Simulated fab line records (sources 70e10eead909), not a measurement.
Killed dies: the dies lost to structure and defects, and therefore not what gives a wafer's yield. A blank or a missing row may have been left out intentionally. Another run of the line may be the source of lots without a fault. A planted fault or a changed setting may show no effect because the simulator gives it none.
Chamber matching    flow nand_harc    4 sister chambers for NHARC_A_WL_FILL_CMP_12 on cmp-04
The step polishes, t overpolish 30 s, target thk 75 nm. 18 wafers are shown with their chamber, then 9 later ones without.

== WAFERS WITH THEIR CHAMBER ==
wafer   chamber  motor_current_A (A)  overpolish_run_s (s)  time_to_endpoint_s (s)
L075.3  3        12.2                 29.990                16.4
L075.4  0        13.8                 29.999                18.7
L075.6  1        10.9                 29.997                17.7
L079.1  0        13.1                 29.987                16.5
L079.2  1        11.2                 30.000                17.6
L079.6  0        13.7                 30.000                18.3
L078.1  3        11.6                 30.003                14.0
L078.2  2        12.3                 30.008                11.3
L078.4  0        13.1                 29.997                15.6
L082.2  3        11.5                 30.001                18.5
L082.3  2        11.7                 30.013                16.2
L082.6  0        13.2                 29.978                18.4
L086.1  1        11.2                 30.007                15.9
L086.5  0        13.4                 30.009                17.7
L086.6  1        11.1                 30.001                14.5
L092.4  0        13.8                 30.010                15.4
L092.5  0        12.6                 29.987                16.0
L092.6  1        11.3                 30.000                14.1

SIGNATURES (means of the wafers above)
reading             chamber 0  chamber 1  chamber 2  chamber 3  scatter within a chamber
motor_current_A     13.338     11.140     12.000     11.767     0.358
overpolish_run_s    29.99587   30.00100   30.01050   29.99800   0.00862
time_to_endpoint_s  17.075     15.960     13.750     16.300     1.82
Rule: distance of a wafer from a chamber = root of the sum over the readings of ((wafer's reading minus chamber's mean) / reading's scatter) squared. The wafer belongs to the nearest chamber; if the next one is less than 2 further off, it can't be placed. The scatter: take each reading less its chamber's mean, square it, sum over the shown wafers, divide by the number of wafers less the number of chambers, and take the root.

== WAFERS WHOSE CHAMBER IS MISSING ==
wafer   motor_current_A (A)  overpolish_run_s (s)  time_to_endpoint_s (s)
L093.1  11.4                 29.987                14.0
L093.3  13.6                 30.016                16.2
L093.4  11.6                 29.982                12.9
L091.1  13.1                 30.009                15.3
L091.3  10.9                 30.012                18.0
L091.4  12.3                 30.006                13.1
L097.1  13.8                 30.000                17.4
L097.2  11.3                 30.007                17.7
L097.4  11.2                 30.002                17.5

== WHICH CHAMBER EACH WENT THROUGH ==
wafer   from the rows above           in truth
L093.1  can't be placed: 3 or 1 or 2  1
L093.3  0                             0
L093.4  can't be placed: 3 or 1 or 2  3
L091.1  can't be placed: 0 or 2       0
L091.3  can't be placed: 1 or 3       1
L091.4  can't be placed: 2 or 3       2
L097.1  0                             0
L097.2  can't be placed: 1 or 3 or 2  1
L097.4  can't be placed: 1 or 3       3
2 of 9 placed correctly. From these rows, 7 cannot be placed; in 7 the true chamber is one of the candidates. Wrongly placed: 0.
